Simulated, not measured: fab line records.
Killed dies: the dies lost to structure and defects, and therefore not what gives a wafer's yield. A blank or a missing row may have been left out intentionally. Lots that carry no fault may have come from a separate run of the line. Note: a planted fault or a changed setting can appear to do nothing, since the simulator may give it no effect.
What tool caused it?	flow n5Finfet	Sampling: 10 lots, 30 wafers, 2 of 1938 route steps

## WHAT EACH GAUGE READ, for each wafer
N5_ILD0_THK_MEAS_04.
lot	measured	on	thkNm (nm)
L498	day 6 04:12	filmMetro-01	198.3 198.1 197.8
L500	day 6 17:26	filmMetro-02	197.8 197.4 195.2
L501	day 6 22:37	filmMetro-02	196.1 196.7 195.6
L502	day 7 05:47	filmMetro-01	197.3 199.0 197.9
L504	day 7 17:53	filmMetro-01	197.4 198.3 197.3
L507	day 8 11:34	filmMetro-01	197.1 199.2 198.5
L508	day 8 15:46	filmMetro-01	196.9 198.7 197.0
L509	day 8 19:12	filmMetro-01	197.7 197.0 195.9
L510	day 9 04:21	filmMetro-01	194.8 198.1 195.7
L511	day 9 06:37	filmMetro-02	199.0 196.9 196.1

## TOOL THAT RAN EACH LOT (tool first, then ch and the chambers of the sampled wafers, then the start)
lot	N5_ILD0_CMP_03
L498	cmp-02 ch 1,2, day 6 03:57
L500	cmp-02 ch 0,2, day 6 17:08
L501	cmp-02 ch 0,1,3, day 6 22:23
L502	cmp-01 ch 0,1,3, day 7 05:34
L504	cmp-01 ch 0,2,3, day 7 17:43
L507	cmp-01 ch 0,3, day 8 11:16
L508	cmp-04 ch 0,2,3, day 8 15:28
L509	cmp-04 ch 0,2,3, day 8 18:54
L510	cmp-01 ch 0,1, day 9 04:04
L511	cmp-01 ch 0,1,3, day 9 06:21
- N5_ILD0_CMP_03: polishes, stops on SiNx, t overpolish 1.9 s, target thk 197.38 nm.

## THE ANSWER, worked out from the rows above alone
Rule: what is usual is taken from the lots themselves. Put in order of their means at a reading, lots are off if they are a third of the lots or fewer, leave a main group of 4 or more, and stand apart from it by a gap of 3 or more times the standard deviation of the main group's means; of several such gaps the widest counts. The tables above print the reading to a certain number of digits; a main group whose means all agree to those digits is not used. A lot without any number at a reading at which 4 lots or more have one is off too. Where the step has rows for the other lots, those lots are counted as sound.
None of the lots is off at any reading shown; this tells nothing.

## WHAT THE SIMULATOR PUT IN
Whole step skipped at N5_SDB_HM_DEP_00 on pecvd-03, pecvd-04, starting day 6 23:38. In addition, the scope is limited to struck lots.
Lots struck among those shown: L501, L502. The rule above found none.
